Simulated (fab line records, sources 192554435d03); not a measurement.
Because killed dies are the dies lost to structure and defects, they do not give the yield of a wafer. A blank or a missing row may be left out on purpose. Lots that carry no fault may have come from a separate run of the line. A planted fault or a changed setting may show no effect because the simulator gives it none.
Split-lot experiment | flow n5Finfet | 39 wafers read across 7 lots, on a route 1938 steps long

== ABOUT THE SPLIT ==
At N5_FIN_SAQP_EXPOSE_13 (exposes mask FIN CORE, target cd 35.6 nm), the setting doseMj was moved away from the recipe's 63.25 on 15 of the 39 wafers read, by -2.4% to +7.2%. For the rest of the wafers, this setting stayed at what the recipe calls for.

== FROM THE SPLIT TO THE READING: what the file shows between them, 2 steps ==
- N5_FIN_SAQP_PEB_14: peb time 60 s
- N5_FIN_SAQP_DEVELOP_15: develop time 30 s

== THE READING ==
Shown in nm: cdNm at N5_FIN_SAQP_CD_MEAS_16, with target cd 35.6 nm. Fault-free wafers of this fab line usually give 35.4 nm, standard deviation 0.39 nm.

wafer  | tool, chamber at the split | doseMj as run | against the recipe | cdNm, nm | against lot-mates on the recipe
L077.1 | arfiScanner-01, 0          | 63.25         | recipe             | 36.0     | -
L077.2 | arfiScanner-01, 0          | 63.25         | recipe             | 35.6     | -
L077.3 | arfiScanner-01, 0          | 63.25         | recipe             | 35.4     | -
L077.4 | arfiScanner-01, 0          | 63.25         | recipe             | 35.3     | -
L077.5 | arfiScanner-01, 0          | 63.25         | recipe             | 35.4     | -
L077.6 | arfiScanner-01, 0          | 63.25         | recipe             | 36.2     | -
L078.1 | arfiScanner-01, 0          | 63.25         | recipe             | 35.4     | -
L078.2 | arfiScanner-01, 0          | 63.25         | recipe             | 34.6     | -
L078.3 | arfiScanner-01, 0          | 67.55         | +6.8%              | 33.1     | -1.9
L078.4 | arfiScanner-01, 0          | 63.25         | recipe             | 34.9     | -
L078.5 | arfiScanner-01, 0          | 67.55         | +6.8%              | 33.2     | -1.8
L078.6 | arfiScanner-01, 0          | 67.55         | +6.8%              | 33.5     | -1.5
L080.1 | arfiScanner-01, 0          | 63.25         | recipe             | 35.4     | -
L080.3 | arfiScanner-01, 0          | 63.25         | recipe             | 35.6     | -
L080.6 | arfiScanner-01, 0          | 63.25         | recipe             | 35.2     | -
L082.1 | arfiScanner-03, 0          | 63.25         | recipe             | 36.3     | -
L082.2 | arfiScanner-03, 0          | 67.21         | +6.3%              | 33.9     | -2.2
L082.3 | arfiScanner-03, 0          | 63.25         | recipe             | 36.0     | -
L082.4 | arfiScanner-03, 0          | 63.25         | recipe             | 35.9     | -
L082.5 | arfiScanner-03, 0          | 67.21         | +6.3%              | 34.1     | -2.0
L082.6 | arfiScanner-03, 0          | 67.21         | +6.3%              | 34.1     | -2.0
L090.1 | arfiScanner-03, 0          | 63.25         | recipe             | 35.5     | -
L090.2 | arfiScanner-03, 0          | 67.8          | +7.2%              | 33.4     | -1.8
L090.3 | arfiScanner-03, 0          | 67.8          | +7.2%              | 33.0     | -2.2
L090.4 | arfiScanner-03, 0          | 63.25         | recipe             | 34.9     | -
L090.5 | arfiScanner-03, 0          | 67.8          | +7.2%              | 33.4     | -1.8
L090.6 | arfiScanner-03, 0          | 63.25         | recipe             | 35.2     | -
L093.1 | arfiScanner-01, 0          | 61.73         | -2.4%              | 36.2     | +0.7
L093.2 | arfiScanner-01, 0          | 61.73         | -2.4%              | 35.9     | +0.4
L093.3 | arfiScanner-01, 0          | 63.25         | recipe             | 35.3     | -
L093.4 | arfiScanner-01, 0          | 63.25         | recipe             | 35.7     | -
L093.5 | arfiScanner-01, 0          | 61.73         | -2.4%              | 35.8     | +0.3
L093.6 | arfiScanner-01, 0          | 63.25         | recipe             | 35.4     | -
L095.1 | arfiScanner-03, 0          | 63.25         | recipe             | 35.2     | -
L095.2 | arfiScanner-03, 0          | 66.57         | +5.2%              | 34.2     | -1.2
L095.3 | arfiScanner-03, 0          | 66.57         | +5.2%              | 34.3     | -1.1
L095.4 | arfiScanner-03, 0          | 63.25         | recipe             | 35.2     | -
L095.5 | arfiScanner-03, 0          | 63.25         | recipe             | 35.9     | -
L095.6 | arfiScanner-03, 0          | 66.57         | +5.2%              | 34.0     | -1.4

THE FIT
A straight line over all 39 wafers: cdNm changes by -0.279 nm for each +1% of doseMj; r = -0.92; the points scatter about the line by 0.38 nm.
The same after taking each lot's own level away (the mean of its wafers on the recipe; 39 wafers): -0.267 nm for each +1%; r = -0.96; scatter 0.27 nm.
According to that fit, moving doseMj by its largest amount changes the reading by 1.9 nm.
The span of the lots' own levels, 34.97 to 36.07 nm, comes to 2.8 times the standard deviation stated above.
Consequently the slope shifts little with the lot-to-lot level, the two slopes agreeing.
Check: for one of the wafers moved furthest among these (+7.2%), held out of the fit, the line's prediction against its lot-mates is -1.96 nm. Against them it came out at -1.8 nm.

== FILE'S OWN FIT ==
cdNm changes by -0.271 nm for each +1% of doseMj, r = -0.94.
